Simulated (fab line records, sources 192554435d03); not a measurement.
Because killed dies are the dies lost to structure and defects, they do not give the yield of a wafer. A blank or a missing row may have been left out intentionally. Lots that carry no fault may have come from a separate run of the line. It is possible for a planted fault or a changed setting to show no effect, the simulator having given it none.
Chamber matching | flow n5 finfet | pecvd-03 running N5_BEOL_M4_DEP_57: 3 sister chambers
The step deposits SiCN from 3MS/NH3, target thk 8 nm, time 14 s. 3 wafers are shown with their chamber, then 11 later ones without.

== EACH WAFER AND ITS CHAMBER ==
wafer  | chamber | showerhead plenum p Torr (Torr)
L085.4 | 0       | 3.631
L085.6 | 1       | 3.678
L090.1 | 2       | 3.688

== WAFERS WITH NO CHAMBER GIVEN ==
wafer  | showerhead plenum p Torr (Torr)
L090.2 | 3.620
L090.4 | 3.680
L094.1 | 3.679
L094.3 | 3.676
L094.4 | 3.672
L095.1 | 3.673
L095.2 | 3.686
L095.5 | 3.678
L096.1 | 3.688
L096.5 | 3.622
L096.6 | 3.663

== EACH ONE'S CHAMBER ==
wafer  | from the rows above     | in truth
L090.2 | 0                       | 0
L090.4 | can't be placed: 1 or 2 | 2
L094.1 | can't be placed: 1 or 2 | 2
L094.3 | can't be placed: 1 or 2 | 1
L094.4 | can't be placed: 1 or 2 | 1
L095.1 | can't be placed: 1 or 2 | 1
L095.2 | can't be placed: 2 or 1 | 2
L095.5 | can't be placed: 1 or 2 | 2
L096.1 | can't be placed: 2 or 1 | 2
L096.5 | 0                       | 0
L096.6 | can't be placed: 1 or 2 | 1
Placed correctly: 2 of 11. Cannot be placed on the basis of these rows: 9; the candidates contain the true chamber in 9. Number placed wrongly: 0.
How it was worked out, from the rows above alone: a wafer's distance from a chamber is the root of the sum, over the readings, of the square of ((its reading less the chamber's mean) divided by the reading's scatter). The wafer belongs to the nearest chamber; if the next one is less than 2 further off, it can't be placed. Each chamber's mean is taken over the wafers shown for it. The scatter (one wafer shown for each chamber): square how far every hidden wafer sits from the nearest shown wafer, average those squares and take the square root.
